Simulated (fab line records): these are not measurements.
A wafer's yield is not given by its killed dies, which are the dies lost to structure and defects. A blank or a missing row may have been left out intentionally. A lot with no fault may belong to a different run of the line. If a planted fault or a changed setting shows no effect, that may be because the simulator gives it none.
Chamber matching + flow n5Finfet + N5_BEOL_M8_PECVD_70 on pecvd-01: 3 sister chambers
The step deposits SiO2 from TEOS/O2, target thk 20 nm, time 22.7 s. 18 wafers are shown with their chamber, then 9 later ones without.

## WAFERS WITH THEIR CHAMBER
| wafer  | chamber | throttleValvePct (%) | showerheadPlenumPTorr (Torr) | heaterPowerW (W) |
|--------|---------|----------------------|------------------------------|------------------|
| L076.1 | 2       | 21.3                 | 8.83                         | 736              |
| L076.2 | 0       | 22.5                 | 8.77                         | 694              |
| L076.3 | 1       | 25.3                 | 8.75                         | 712              |
| L076.4 | 0       | 22.9                 | 8.77                         | 701              |
| L076.5 | 2       | 21.1                 | 8.84                         | 593              |
| L076.6 | 1       | 25.8                 | 8.74                         | 711              |
| L078.1 | 2       | 21.1                 | 8.83                         | 717              |
| L078.4 | 0       | 22.6                 | 8.75                         | 666              |
| L078.6 | 1       | 25.5                 | 8.76                         | 636              |
| L083.1 | 2       | 21.2                 | 8.84                         | 615              |
| L083.4 | 1       | 25.6                 | 8.77                         | 756              |
| L083.6 | 0       | 22.9                 | 8.72                         | 597              |
| L084.2 | 2       | 21.2                 | 8.83                         | 676              |
| L084.3 | 0       | 22.8                 | 8.75                         | 572              |
| L084.5 | 2       | 20.9                 | 8.83                         | 678              |
| L085.3 | 1       | 25.5                 | 8.74                         | 683              |
| L085.4 | 1       | 25.6                 | 8.71                         | 681              |
| L085.5 | 2       | 21.5                 | 8.83                         | 702              |

SIGNATURES (averages over the wafers above)
| reading               | chamber 0 | chamber 1 | chamber 2 | scatter within a chamber |
|-----------------------|-----------|-----------|-----------|--------------------------|
| throttleValvePct      | 22.740    | 25.550    | 21.186    | 0.178                    |
| showerheadPlenumPTorr | 8.7520    | 8.7450    | 8.8329    | 0.0163                   |
| heaterPowerW          | 646.00    | 696.50    | 673.86    | 50.5                     |
Rule: for a wafer and a chamber, the distance is found by dividing, reading by reading, the gap between the wafer's reading and the chamber's mean by the reading's scatter, squaring, summing and taking the root. The wafer belongs to the nearest chamber; if the next one is less than 2 further off, it can't be placed. How the scatter is found: for the shown wafers, subtract from each reading the mean of its chamber, square and add these, divide the total by (wafers less chambers), then take the root.

## WAFERS WHOSE CHAMBER IS MISSING
| wafer  | throttleValvePct (%) | showerheadPlenumPTorr (Torr) | heaterPowerW (W) |
|--------|----------------------|------------------------------|------------------|
| L087.4 | 25.3                 | 8.75                         | 644              |
| L087.5 | 21.4                 | 8.86                         | 684              |
| L087.6 | 22.8                 | 8.74                         | 664              |
| L094.1 | 21.1                 | 8.86                         | 701              |
| L094.2 | 23.2                 | 8.75                         | 662              |
| L094.3 | 25.7                 | 8.74                         | 754              |
| L094.4 | 25.7                 | 8.74                         | 750              |
| L094.5 | 23.0                 | 8.75                         | 656              |
| L094.6 | 21.4                 | 8.83                         | 692              |

## THE CHAMBER EACH PASSED THROUGH
| wafer  | from the rows above | in truth |
|--------|---------------------|----------|
| L087.4 | 1                   | 1        |
| L087.5 | 2                   | 2        |
| L087.6 | 0                   | 0        |
| L094.1 | 2                   | 2        |
| L094.2 | 0                   | 0        |
| L094.3 | 1                   | 1        |
| L094.4 | 1                   | 1        |
| L094.5 | 0                   | 0        |
| L094.6 | 2                   | 2        |
Correctly placed: 9 of 9. Number that these rows cannot place: 0. Number placed wrongly: 0.
